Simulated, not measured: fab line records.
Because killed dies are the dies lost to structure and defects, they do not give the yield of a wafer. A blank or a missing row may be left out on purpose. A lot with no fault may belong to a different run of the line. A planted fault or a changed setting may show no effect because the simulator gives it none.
fab line records -- flow n5-finfet
[record] lots = 6, wafers = 18, last-day = 20
route steps=1938 shown HKMG_FIN@454 GATE_CUT@465 BEOL_M4@1111
lots untouched by any fault: they come from a run of this same line in which no faults occurred
start-h: the number of hours between the record's first day and the start of the first shown wafer of the lot -- wait-h: hours elapsed since this lot's preceding step -- " repeats the value in the row above -- L1.1+2: a row that stands for several wafers -- - no value, or no start was given -- * or withheld: withheld -- < > ~ a bound
route shown NAME@n: names a module that has steps shown in the file, with the first one's number in the route -- usual: mean/standard deviation taken from wafers without a fault -- same: alike in all rows -- chamber/n: place in a boat -- sites: readings site by site -- _std_site: the standard deviation of these -- _edge_site: the outer-site mean with the inner-site mean subtracted -- radius-mm: for every site, how far away it sits from the centre of the wafer -- mask NAME#n: copy n -- behind: the last tool/chamber to shape the wafer -- hold: what put the lot on hold/how long, in hours/how the hold closed -- device: whichever transistor did not switch (one of n, p or np) -- end of line: tests of these same wafers at the route's end -- a step with no rows: only its recipe -- killed: at the first sort, the dies lost to defects and structure; wafer yield is something else -- map: a wafer's dies, x killed, . not, _ none there
set.NAME: the run value of the setting; set.NAME@STEP: its run value at that earlier step -- model.NAME: the simulator's own value behind a step, which no gauge read
lots at selected steps of the route; one table per step, one row per wafer
services: from which hour (start-h, from the record's first day; less than 0 if before it) a tool's chamber was out of use, for how many hours, and why
[[steps]]
[step N5_HKMG_FIN_ETCHBACK_68]
[recipe] chemistry = Cl2/Ar, stop-on = HfO2, target-depth-a = 5, pressure-mtorr = 10, icp-w = 600, bias-w = 60, Cl2_flow_sccm = 40, Ar_flow_sccm = 60
[usual] drypump-motor-current-A = 5.94/0.13, mfc-cl2-sccm = 39.98/0.12, oes-product-au = 0.78/0.12, throttle-valve-pct = 20.73/0.28
lot.wafer,tool,chamber,start-h,wait-h,drypump-motor-current-A,mfc-cl2-sccm,oes-product-au,rf-hours-counter-h,throttle-valve-pct
L693.1,rie-metal-03,0,90.94,0.0,5.80,39.93,0.59,145,21.35
L693.4,rie-metal-03,0,90.94,0.0,5.81,40.16,0.59,-,21.36
L693.5,rie-metal-03,1,90.94,0.0,5.95,40.10,0.58,-,20.92
L702.1,rie-metal-01,0,137.59,0.0,6.04,39.99,0.65,102,20.55
L702.3,rie-metal-01,1,137.59,0.0,5.89,39.87,0.87,-,20.45
L702.6,rie-metal-01,0,137.59,0.0,6.05,40.05,0.65,-,20.53
L703.1,rie-metal-02,1,145.25,0.0,5.78,39.99,0.78,34,20.55
L703.5,rie-metal-02,0,145.25,0.0,6.11,39.88,0.79,-,21.05
L703.6,rie-metal-02,1,145.25,0.0,5.78,40.14,0.78,-,20.53
L706.3,rie-metal-02,1,162.24,0.1,5.84,39.93,0.78,-,20.54
L706.5,rie-metal-02,1,162.24,0.1,5.78,39.78,0.78,-,20.55
L706.6,rie-metal-02,0,162.24,0.1,6.14,39.97,0.79,-,21.07
L713.1,rie-metal-03,0,211.03,0.0,5.80,39.74,0.93,7,20.99
L713.2,rie-metal-03,1,211.03,0.0,5.96,39.97,0.93,4,20.51
L713.3,rie-metal-03,1,211.03,0.0,5.91,40.08,0.93,-,20.50
L714.1,rie-metal-03,1,221.42,0.0,5.96,40.20,0.92,5,20.51
L714.4,rie-metal-03,0,221.42,0.0,5.80,39.96,0.91,-,21.00
L714.5,rie-metal-03,0,221.42,0.0,5.80,40.04,0.92,-,20.97
[step N5_HKMG_FIN_STRIP_69]
[recipe] chemistry = N2/H2, power-w = 2500, temp-c = 300, h2-frac = 0.65, time-s = 360, pressure-mtorr = withheld, n2-flow-sccm = 1750, h2-flow-sccm = 3250
[usual] drypump-motor-current-A = 5.77/0.11, heater-power-w = 474/32, n2-flow-sccm = 1750/5
lot.wafer,tool,chamber,start-h,wait-h,drypump-motor-current-A,heater-power-w,n2-flow-sccm,rf-hours-counter-h
L693.1,plasma-asher-01,1,91.08,0.1,5.73,471,1757,38
L693.4,plasma-asher-01,0,91.08,0.1,5.67,511,1756,-
L693.5,plasma-asher-01,1,91.08,0.1,5.73,469,1751,-
L702.1,plasma-asher-02,1,137.73,0.1,5.72,427,1750,103
L702.3,plasma-asher-02,1,137.73,0.1,5.71,422,1752,-
L702.6,plasma-asher-02,1,137.73,0.1,5.73,422,1756,-
L703.1,plasma-asher-02,1,145.39,0.1,5.71,426,1745,105
L703.5,plasma-asher-02,0,145.39,0.1,5.93,487,1750,-
L703.6,plasma-asher-02,1,145.39,0.1,5.71,421,1745,-
L706.3,plasma-asher-01,0,162.46,0.2,5.67,504,1752,-
L706.5,plasma-asher-01,0,162.46,0.2,5.67,502,1749,-
L706.6,plasma-asher-01,1,162.46,0.2,5.73,464,1750,-
L713.1,plasma-asher-01,1,211.17,0.1,5.72,483,1746,66
L713.2,plasma-asher-01,0,211.17,0.1,5.66,500,1758,66
L713.3,plasma-asher-01,1,211.17,0.1,5.74,470,1745,-
L714.1,plasma-asher-02,1,221.56,0.1,5.71,417,1748,111
L714.4,plasma-asher-02,0,221.56,0.1,5.95,491,1748,-
L714.5,plasma-asher-02,1,221.56,0.1,5.70,421,1751,-
[step N5_HKMG_FIN_ALD_21]
[recipe] material = TiN, target-thk-a = 15, temp-c = 400, ald-precursor-family = TiCl4, ald-co-reactant = NH3, pulse-time-s = 1, purge-time-s = 3, co-reactant-purge-time-s = 2, co-reactant-pulse-time-s = 2, ald-cycles = 68, pressure-torr = 3
[step N5_HKMG_FIN_ALD_72]
[recipe] material = W, target-thk-a = 20, temp-c = 300, pressure-torr = 7.5, ald-precursor-family = WF6, ald-co-reactant = B2H6, pulse-time-s = 1, purge-time-s = 2, co-reactant-purge-time-s = 2, co-reactant-pulse-time-s = 3, ald-cycles = 7
[usual] heater-power-w = 482/31, precursor-pulse-height-rel = 0.998/0.021
[same] co-reactant-purge-time-s = 2
lot.wafer,tool,chamber,start-h,wait-h,heater-power-w,precursor-pulse-height-rel
L693.1,cvd-w-02,0,91.82,0.2,520,0.989
L693.4,cvd-w-02,1,91.82,0.2,490,1.017
L693.5,cvd-w-02,0,91.82,0.2,509,0.991
L702.1,cvd-w-01,1,138.48,0.2,462,0.997
L702.3,cvd-w-01,1,138.48,0.2,457,1.003
L702.6,cvd-w-01,0,138.48,0.2,446,0.984
L703.1,cvd-w-02,1,146.14,0.2,499,0.959
L703.5,cvd-w-02,1,146.14,0.2,493,1.011
L703.6,cvd-w-02,0,146.14,0.2,531,0.991
L706.3,cvd-w-02,0,163.10,0.2,518,1.005
L706.5,cvd-w-02,1,163.10,0.2,491,0.979
L706.6,cvd-w-02,0,163.10,0.2,530,0.972
L713.1,cvd-w-02,0,211.92,0.2,523,0.984
L713.2,cvd-w-02,1,211.92,0.2,498,0.994
L713.3,cvd-w-02,0,211.92,0.2,515,1.019
L714.1,cvd-w-01,1,222.30,0.2,451,0.992
L714.4,cvd-w-01,1,222.30,0.2,449,0.987
L714.5,cvd-w-01,0,222.30,0.2,455,0.997
[step N5_HKMG_FIN_W_FILL_22]
[recipe] material = W, target-thk-a = 600, temp-c = 400, pressure-torr = 39.4, time-s = 18.2
[step N5_HKMG_FIN_PRECLEAN_83]
[recipe] chemistry = DIW, time-s = 57.5, temp-c = 23
[step N5_HKMG_FIN_SRD_84]
[recipe] dry-time-s = 32, dry = n2-spin, spin-rpm = 1500
[step N5_HKMG_FIN_CMP_23]
[recipe] stop-on = SiNx, t-overpolish-s = 10, post-cmp-clean = rinse-only, down-force-psi = 4, platen-rpm = 50.289, pad-velocity-m-s = 1.0006, target-thk-nm = 46.326
[step N5_HKMG_FIN_CMP_94]
[recipe] stop-on = SiNx, post-cmp-clean = w-dilute-nh4oh, t-overpolish-s = 4.7, down-force-psi = 4, platen-rpm = 50.289, pad-velocity-m-s = 1.0006, target-thk-nm = 43.299
[step N5_HKMG_FIN_INSPECT_28]
[recipe] inspect-instrument = darkfield, mode = post-cmp
[usual] raw-defect-count = 41/17
lot.wafer,tool,chamber,start-h,wait-h,raw-defect-count
L693.1,defect-inspect-01,-,92.70,0.0,59
L693.4,defect-inspect-01,-,92.70,0.0,76
L693.5,defect-inspect-01,-,92.70,0.0,57
L702.1,defect-inspect-01,-,139.36,0.0,43
L702.3,defect-inspect-01,-,139.36,0.0,68
L702.6,defect-inspect-01,-,139.36,0.0,18
L703.1,defect-inspect-02,-,147.02,0.0,31
L703.5,defect-inspect-02,-,147.02,0.0,45
L703.6,defect-inspect-02,-,147.02,0.0,46
L706.3,defect-inspect-01,-,163.97,0.0,39
L706.5,defect-inspect-01,-,163.97,0.0,30
L706.6,defect-inspect-01,-,163.97,0.0,49
L713.1,defect-inspect-02,-,212.80,0.0,37
L713.2,defect-inspect-02,-,212.80,0.0,27
L713.3,defect-inspect-02,-,212.80,0.0,65
L714.1,defect-inspect-02,-,223.18,0.0,23
L714.4,defect-inspect-02,-,223.18,0.0,20
L714.5,defect-inspect-02,-,223.18,0.0,23
[step N5_GATE_CUT_ETCHBACK_00]
[recipe] chemistry = SF6/Cl2, target = W, pressure-mtorr = 8, icp-w = 900, bias-w = 80, SF6_flow_sccm = 40, Cl2_flow_sccm = 60
[usual] drypump-motor-current-A = 5.92/0.12, mfc-cl2-sccm = 60.01/0.18, oes-product-au = 0.80/0.14, throttle-valve-pct = 27.4/0.3
lot.wafer,tool,chamber,start-h,wait-h,drypump-motor-current-A,mfc-cl2-sccm,oes-product-au,rf-hours-counter-h,throttle-valve-pct
L693.1,rie-metal-03,1,92.74,0.0,5.95,60.14,0.59,140,27.5
L693.4,rie-metal-03,1,92.74,0.0,5.94,60.21,0.59,-,27.5
L693.5,rie-metal-03,0,92.74,0.0,5.78,60.01,0.59,-,28.0
L702.1,rie-metal-02,1,139.82,0.5,5.78,60.22,0.78,34,27.2
L702.3,rie-metal-02,0,139.82,0.5,6.13,60.05,0.81,-,27.7
L702.6,rie-metal-02,0,139.82,0.5,6.13,60.02,0.80,-,27.7
L703.1,rie-metal-02,0,147.05,0.0,6.13,59.67,0.80,40,27.7
L703.5,rie-metal-02,1,147.05,0.0,5.80,60.04,0.78,-,27.2
L703.6,rie-metal-02,0,147.05,0.0,6.12,59.57,0.80,-,27.7
L706.3,rie-metal-02,1,164.04,0.1,5.82,59.88,0.79,-,27.2
L706.5,rie-metal-02,1,164.04,0.1,5.84,59.62,0.79,-,27.2
L706.6,rie-metal-02,0,164.04,0.1,6.19,59.79,0.80,-,27.7
L713.1,rie-metal-03,1,212.83,0.0,5.95,60.30,0.95,4,27.2
L713.2,rie-metal-03,0,212.83,0.0,5.76,59.90,0.93,7,27.7
L713.3,rie-metal-03,0,212.83,0.0,5.78,59.96,0.92,-,27.7
L714.1,rie-metal-03,1,223.22,0.0,5.97,59.82,0.94,5,27.2
L714.4,rie-metal-03,1,223.22,0.0,5.96,59.82,0.94,-,27.2
L714.5,rie-metal-03,1,223.22,0.0,5.96,59.95,0.94,-,27.2
[step N5_GATE_CUT_ETCH_56]
[recipe] chemistry = Cl2/Ar, target = TiN, target-depth-a = 216, pressure-mtorr = 10, icp-w = 600, bias-w = 60, Cl2_flow_sccm = 40, Ar_flow_sccm = 60
[usual] drypump-motor-current-A = 5.92/0.12, mfc-cl2-sccm = 39.98/0.12, oes-product-au = 0.80/0.14, rf-fwd-power-W = 595.9/2.3, throttle-valve-pct = 20.76/0.29
lot.wafer,tool,chamber,start-h,wait-h,drypump-motor-current-A,mfc-cl2-sccm,oes-product-au,rf-fwd-power-W,rf-hours-counter-h,throttle-valve-pct,model.etch.depth-nm
L693.1,rie-metal-03,1,92.86,0.1,5.94,40.10,0.58,598.9,141,20.90,21.35
L693.4,rie-metal-03,1,92.86,0.1,5.95,40.08,0.58,597.5,-,20.91,21.18
L693.5,rie-metal-03,0,92.86,0.1,5.79,39.92,0.60,595.8,-,21.32,22.15
L702.1,rie-metal-02,1,139.94,0.1,5.82,39.89,0.79,595.4,34,20.54,21.52
L702.3,rie-metal-02,0,139.94,0.1,6.20,39.99,0.82,597.5,-,21.04,22.05
L702.6,rie-metal-02,0,139.94,0.1,6.16,40.04,0.81,597.3,-,21.05,22.03
L703.1,rie-metal-02,0,147.17,0.1,6.11,39.89,0.81,597.3,40,21.05,22.1
L703.5,rie-metal-02,1,147.17,0.1,5.78,39.85,0.89,742.0,-,20.39,26.24
L703.6,rie-metal-02,0,147.17,0.1,6.14,40.02,0.81,597.0,-,21.04,22.11
L706.3,rie-metal-02,1,164.15,0.1,5.81,40.34,0.88,740.5,-,20.41,25.83
L706.5,rie-metal-02,1,164.15,0.1,5.81,40.10,0.88,739.1,-,20.40,25.85
L706.6,rie-metal-02,0,164.15,0.1,6.16,40.07,0.80,594.4,-,21.05,21.82
L713.1,rie-metal-03,1,212.95,0.1,5.97,39.93,0.93,597.6,4,20.51,21.69
L713.2,rie-metal-03,0,212.95,0.1,5.80,40.02,0.94,595.8,7,20.96,22.01
L713.3,rie-metal-03,0,212.95,0.1,5.83,40.08,0.93,595.2,-,20.98,21.96
L714.1,rie-metal-03,1,223.34,0.1,5.96,40.07,0.94,597.1,5,20.48,22
L714.4,rie-metal-03,1,223.34,0.1,5.96,40.06,0.93,597.5,-,20.51,21.77
L714.5,rie-metal-03,1,223.34,0.1,5.96,40.08,0.93,596.9,-,20.52,21.84
[step N5_GATE_CUT_ETCHBACK_30]
[recipe] chemistry = Cl2/Ar, target = TiN, target-depth-a = 30, mode = isotropic, pressure-mtorr = 10, icp-w = 600, bias-w = 60, Cl2_flow_sccm = 40, Ar_flow_sccm = 60
[usual] drypump-motor-current-A = 5.92/0.12, mfc-cl2-sccm = 39.99/0.13, oes-product-au = 0.80/0.14, throttle-valve-pct = 20.76/0.29
lot.wafer,tool,chamber,start-h,wait-h,drypump-motor-current-A,mfc-cl2-sccm,oes-product-au,rf-hours-counter-h,throttle-valve-pct
L693.1,rie-metal-03,1,92.95,0.1,5.92,39.70,0.58,141,20.89
L693.4,rie-metal-03,1,92.95,0.1,5.91,39.79,0.58,-,20.90
L693.5,rie-metal-03,0,92.95,0.1,5.80,39.79,0.61,-,21.34
L702.1,rie-metal-02,1,140.03,0.1,5.82,40.12,0.79,34,20.53
L702.3,rie-metal-02,0,140.03,0.1,6.18,40.06,0.81,-,21.05
L702.6,rie-metal-02,0,140.03,0.1,6.14,40.05,0.82,-,21.04
L703.1,rie-metal-02,0,147.26,0.1,6.19,39.94,0.80,40,21.05
L703.5,rie-metal-02,1,147.26,0.1,5.85,40.17,0.78,-,20.53
L703.6,rie-metal-02,0,147.26,0.1,6.15,40.03,0.81,-,21.04
L706.3,rie-metal-02,1,164.22,0.0,5.85,40.01,0.79,-,20.53
L706.5,rie-metal-02,1,164.22,0.0,5.82,39.89,0.78,-,20.53
L706.6,rie-metal-02,0,164.22,0.0,6.14,39.80,0.81,-,21.07
L713.1,rie-metal-03,1,213.04,0.1,5.94,39.86,0.93,4,20.49
L713.2,rie-metal-03,0,213.04,0.1,5.79,39.85,0.94,7,20.96
L713.3,rie-metal-03,0,213.04,0.1,5.78,39.92,0.93,-,20.99
L714.1,rie-metal-03,1,223.43,0.1,5.95,39.63,0.93,5,20.50
L714.4,rie-metal-03,1,223.43,0.1,5.96,39.90,0.93,-,20.49
L714.5,rie-metal-03,1,223.43,0.1,5.97,39.71,0.93,-,20.50
[step N5_BEOL_M4_RC_MEAS_101]
[usual] DIBL_N = 36.6/1.3, DIBL_P = 36.4/1.4, IOFF_N = 0.167/0.023, IOFF_P = 0.219/0.029, ION_N = 678/8.7, ION_P = 464/6.4, SS_N = 71.5/0.53, SS_P = 73.4/0.57, VT_N = 248.5/2.8, VT_P = -249/3.1
lot.wafer,tool,chamber,start-h,wait-h,DIBL_N[mV/V],DIBL_P[mV/V],IOFF_N[nA/um],IOFF_P[nA/um],ION_N[uA/um],ION_P[uA/um],SS_N[mV/dec],SS_P[mV/dec],VT_N[mV],VT_P[mV]
L693.1,prober-01,0,198.19,0.0,38.5,37.0,0.201,0.252,683,467,70.7,74.1,245.5,-250
L693.4,prober-01,0,198.19,0.0,37.8,36.0,0.178,0.226,685,471,71.1,73.1,247.7,-250
L693.5,prober-01,0,198.19,0.0,37.7,36.6,0.184,0.242,685,473,71.5,74.0,246.7,-246
L703.1,prober-01,0,254.70,0.0,33.7,34.7,0.145,0.229,679,470,71.3,72.7,250.3,-244
L703.5,prober-01,0,254.70,0.0,35.5,36.4,0.177,0.247,688,469,71.3,73.7,247.6,-245
L703.6,prober-01,0,254.70,0.0,33.3,34.6,0.134,0.224,666,465,70.5,73.0,252.9,-245
L702.1,prober-01,0,283.19,0.0,36.5,36.2,0.178,0.202,677,461,71.8,72.7,246.3,-249
L702.3,prober-01,0,283.19,0.0,35.3,35.3,0.153,0.196,667,459,71.9,73.3,248.6,-250
L702.6,prober-01,0,283.19,0.0,37.0,37.4,0.185,0.225,681,460,71.5,73.7,243.9,-249
L706.3,prober-01,0,308.82,0.3,37.4,37.2,0.193,0.231,675,461,71.2,73.1,246.4,-248
L706.5,prober-01,0,308.82,0.3,35.9,35.8,0.157,0.210,670,457,71.6,73.3,249.6,-249
L706.6,prober-01,0,308.82,0.3,35.7,35.4,0.152,0.201,677,460,71.9,73.5,249.6,-251
L713.1,prober-01,0,351.14,0.0,36.9,37.9,0.164,0.231,674,467,71.6,74.1,251.0,-249
L713.2,prober-01,0,351.14,0.0,36.5,37.0,0.149,0.200,676,457,71.7,72.9,249.8,-253
L713.3,prober-01,0,351.14,0.0,37.9,39.8,0.187,0.257,683,471,72.1,73.3,247.3,-248
L714.1,prober-01,0,358.31,0.0,37.9,37.2,0.210,0.253,697,470,72.1,74.1,243.8,-247
L714.4,prober-01,0,358.31,0.0,37.9,37.4,0.201,0.252,692,464,71.6,73.8,245.1,-249
L714.5,prober-01,0,358.31,0.0,38.7,38.6,0.219,0.272,696,470,71.8,74.6,242.8,-247
[[services]]
tool,chamber,start-h,hours,kind
cvd-w-01,1,99.10,9.6,repair
plasma-asher-01,-,117.89,8.2,repair
rie-metal-03,0,119.40,-,clean
rie-metal-03,0,119.40,23.8,scheduled-down
rie-metal-03,0,119.40,23.8,vent-cycle
rie-metal-03,-,132.77,14.6,pm
plasma-asher-02,-,146.07,28.1,pm
rie-metal-03,1,147.37,-,clean
rie-metal-03,1,147.37,17.8,scheduled-down
rie-metal-03,1,147.37,17.8,vent-cycle
rie-metal-01,1,177.48,3.6,repair
plasma-asher-01,-,183.68,14.6,pm
plasma-asher-02,-,187.79,18.5,repair
rie-metal-01,-,192.91,1.4,pm
rie-metal-02,0,207.82,1.5,repair
[[key]]
[first-sign] step = N5_GATE_CUT_ETCH_56, reading = rf-fwd-power-W, direction = up, sigmas = 64, usual = *, struck = *
effect none on later readings
[model-effect] step = N5_GATE_CUT_ETCH_56, value = etch.depth-nm, without = 21.54, struck = 25.97
met-at N5_GATE_CUT_ETCH_56
struck-wafers L703.5,L706.3,L706.5
onset-between 139.94 147.17
[fault] kind = process-parameter-drift, tool = rie-metal-02, chamber = 1, onset-h = 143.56, steps = N5_GATE_CUT_ETCH_56, channel = icp-w, offset = 144, shape = step, end-h = 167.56, acts-in = these-recipes-only, stated = 600
